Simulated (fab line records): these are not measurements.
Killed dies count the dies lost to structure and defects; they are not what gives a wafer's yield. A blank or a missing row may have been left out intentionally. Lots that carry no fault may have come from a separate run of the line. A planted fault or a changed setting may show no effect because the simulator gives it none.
Split-lot study    flow n5-finfet    21 wafers read from 7 lots, route of 1938 steps

ABOUT THE SPLIT
At N5_BEOL_M14_ILD_DEP_00 (deposits SiO2 from TEOS/O2, target thk 1119.3 nm, time 237.4 s), the setting time-s was moved away from the recipe's 237.4 s on 4 of the 21 wafers read, by -12.8% to -8.2%. All remaining wafers had this setting at the recipe value.

Split to reading: the file shows no intervening step.

THE READING
M14_ILD_THK in nanometres, read at N5_BEOL_M14_THK_MEAS_01. A value of 1119 nm with a standard deviation of 16 nm is what fault-free wafers of this fab line usually give.

wafer   tool, chamber at the split  time-s as run, s  against the recipe  M14_ILD_THK, nm  against lot-mates on the recipe
L076.2  pecvd-01, 0                 237.4             recipe              1095             -
L076.3  pecvd-01, 1                 237.4             recipe              1096             -
L076.4  pecvd-01, 0                 237.4             recipe              1109             -
L078.1  pecvd-03, 0                 237.4             recipe              1103             -
L078.4  pecvd-03, 2                 237.4             recipe              1126             -
L078.6  pecvd-03, 1                 237.4             recipe              1136             -
L079.1  pecvd-01, 1                 237.4             recipe              1087             -
L079.2  pecvd-01, 2                 237.4             recipe              1093             -
L079.4  pecvd-01, 1                 237.4             recipe              1112             -
L084.1  pecvd-03, 1                 237.4             recipe              1115             -
L084.3  pecvd-03, 0                 237.4             recipe              1118             -
L084.6  pecvd-03, 0                 237.4             recipe              1130             -
L087.1  pecvd-01, 1                 237.4             recipe              1115             -
L087.4  pecvd-01, 2                 207.1             -12.8%              984              -131
L087.5  pecvd-01, 1                 207.1             -12.8%              997              -118
L088.1  pecvd-01, 0                 237.4             recipe              1117             -
L088.5  pecvd-01, 2                 237.4             recipe              1121             -
L088.6  pecvd-01, 0                 237.4             recipe              1135             -
L090.3  pecvd-01, 1                 218               -8.2%               1044             -102
L090.5  pecvd-01, 0                 218               -8.2%               1044             -102
L090.6  pecvd-01, 1                 237.4             recipe              1146             -

FIT RESULTS
A straight line over all 21 wafers: M14_ILD_THK changes by +9.46 nm for each +1% of time-s; r = +0.94; the points scatter about the line by 16 nm.
The same after taking each lot's own level away (the mean of its wafers on the recipe; 21 wafers): +10.5 nm for each +1%; r = +0.98; scatter 11 nm.
On that fit, the largest move of time-s shifts the reading by 1.3e+02 nm.
The span of the lots' own levels, 1097.3 to 1146.0 nm, comes to 3.0 times the standard deviation stated above.
Hence the lot-to-lot level has little effect on the slope; both slopes agree.
Check: for one of the wafers moved furthest among these (-12.8%), held out of the fit, the line's prediction against its lot-mates is -136 nm. It came out at -131 nm against them.

ADDITIONAL SPLITS CARRIED BY THESE WAFERS
These wafers also went through other splits before the reading. Each is held against what the fit with the lots' levels taken away leaves over:
other split on the same wafers  wafers away from the commonest value  r with M14_ILD_THK (lot level and that fit taken away)
N5_BEOL_M11_COAT_22 spin-rpm    10                                    -0.16
N5_BEOL_M12_SPUTTER_43 time-s   9                                     -0.04

THE WHOLE CHAIN: every reading that the file lists as answering this split, in the file's order
step                     what it does                                                    reading                                                                              change (the file's fit)               r (the file's)
N5_BEOL_M14_ILD_DEP_00   deposits SiO2 from TEOS/O2, target thk 1119.3 nm, time 237.4 s  SiO2_of_BEOL_M14_ILD_DEP_00.thk-nm (the simulator's own value, which no gauge read)  +10.6 nm for each +1% of the setting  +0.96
N5_BEOL_M14_THK_MEAS_01                                                                  M14_ILD_THK                                                                          +10.6 for each +1% of the setting     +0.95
N5_BEOL_M14_VIA_ETCH_16  etches SiO2 in C4F8/O2/Ar, target depth 1231.3 nm               etch.depth-nm (the simulator's own value, which no gauge read)                       +10.6 nm for each +1% of the setting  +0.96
N5_BEOL_M14_VIA_ETCH_16  etches SiO2 in C4F8/O2/Ar, target depth 1231.3 nm               coat_of_BEOL_M14_COAT_04.thk-nm (the simulator's own value, which no gauge read)     -2.67 nm for each +1% of the setting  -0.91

THE FILE'S OWN FIT
M14_ILD_THK changes by +10.6 nm for each +1% of time-s, r = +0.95.
